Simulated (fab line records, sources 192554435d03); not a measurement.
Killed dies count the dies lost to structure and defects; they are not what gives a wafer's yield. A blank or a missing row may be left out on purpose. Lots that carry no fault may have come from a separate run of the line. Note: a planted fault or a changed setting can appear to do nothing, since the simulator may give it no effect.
Matching of chambers | flow n5-finfet | 4 sister chambers for N5_BEOL_M0_SAQP_ETCH_88 on rie-diel-04
The step etches underlayer in N2/H2, target depth 6.5 nm, time 5.2 s. 24 wafers are shown with their chamber, then 12 later ones without.

## WAFERS PAIRED WITH THEIR CHAMBERS
wafer  | chamber | drypump-motor-current-A (A) | showerhead-plenum-p-Torr (Torr) | throttle-valve-pct (%)
L076.4 | 0       | 6.0                         | 2.47                            | 17.93
L076.5 | 2       | 4.9                         | 2.50                            | 17.58
L076.6 | 1       | 5.5                         | 2.60                            | 18.54
L079.4 | 1       | 5.5                         | 2.60                            | 18.52
L079.5 | 0       | 6.0                         | 2.47                            | 17.93
L079.6 | 2       | 4.9                         | 2.50                            | 17.59
L080.2 | 0       | 6.1                         | 2.47                            | 17.92
L080.5 | 1       | 5.5                         | 2.60                            | 18.53
L080.6 | 0       | 6.1                         | 2.47                            | 17.93
L082.2 | 3       | 5.0                         | 2.53                            | 17.97
L082.4 | 3       | 4.9                         | 2.53                            | 17.96
L082.5 | 2       | 4.8                         | 2.49                            | 17.63
L084.1 | 2       | 4.8                         | 2.49                            | 17.63
L084.2 | 3       | 4.9                         | 2.53                            | 17.96
L084.3 | 1       | 5.5                         | 2.59                            | 18.08
L084.4 | 0       | 6.1                         | 2.46                            | 17.99
L084.5 | 2       | 4.9                         | 2.49                            | 17.62
L084.6 | 3       | 5.0                         | 2.53                            | 17.98
L088.1 | 1       | 5.5                         | 2.59                            | 18.11
L088.2 | 2       | 4.8                         | 2.49                            | 17.65
L088.3 | 3       | 4.9                         | 2.52                            | 18.00
L091.1 | 2       | 4.9                         | 2.49                            | 17.64
L091.3 | 3       | 4.9                         | 2.52                            | 17.98
L091.4 | 1       | 5.5                         | 2.59                            | 18.12

SIGNATURES, as means of the wafers listed above
reading                  | chamber 0 | chamber 1 | chamber 2 | chamber 3 | scatter within a chamber
drypump-motor-current-A  | 6.060     | 5.500     | 4.857     | 4.933     | 0.0461
showerhead-plenum-p-Torr | 2.4680    | 2.5950    | 2.4929    | 2.5267    | 0.00503
throttle-valve-pct       | 17.9400   | 18.3167   | 17.6200   | 17.9750   | 0.119
Rule: for each reading, subtract the chamber's mean from the wafer's reading, divide by that reading's scatter and square the result; add these up over the readings and take the root, which gives the wafer's distance from the chamber. The wafer belongs to the nearest chamber; if the next one is less than 2 further off, it can't be placed. The scatter is the square root of a quotient: the sum, over the shown wafers, of each reading's squared deviation from its chamber's mean, divided by wafers minus chambers.

## WAFERS WHOSE CHAMBER IS MISSING
wafer  | drypump-motor-current-A (A) | showerhead-plenum-p-Torr (Torr) | throttle-valve-pct (%)
L090.2 | 4.8                         | 2.49                            | 17.63
L090.3 | 5.0                         | 2.52                            | 17.99
L090.6 | 6.0                         | 2.46                            | 17.96
L095.1 | 5.5                         | 2.59                            | 18.17
L095.2 | 4.9                         | 2.52                            | 18.01
L095.3 | 4.8                         | 2.48                            | 17.66
L095.4 | 6.0                         | 2.45                            | 18.01
L095.5 | 6.0                         | 2.45                            | 18.00
L095.6 | 4.9                         | 2.52                            | 18.02
L097.1 | 4.8                         | 2.48                            | 17.67
L097.2 | 4.9                         | 2.52                            | 18.03
L097.5 | 4.9                         | 2.52                            | 18.02

## THE CHAMBER EACH PASSED THROUGH
wafer  | from the rows above | in truth
L090.2 | 2                   | 2
L090.3 | 3                   | 3
L090.6 | 0                   | 0
L095.1 | 1                   | 1
L095.2 | 3                   | 3
L095.3 | 2                   | 2
L095.4 | 0                   | 0
L095.5 | 0                   | 0
L095.6 | 3                   | 3
L097.1 | 2                   | 2
L097.2 | 3                   | 3
L097.5 | 3                   | 3
Placed correctly: 12 of 12. From these rows, 0 cannot be placed. 0 placed wrongly.
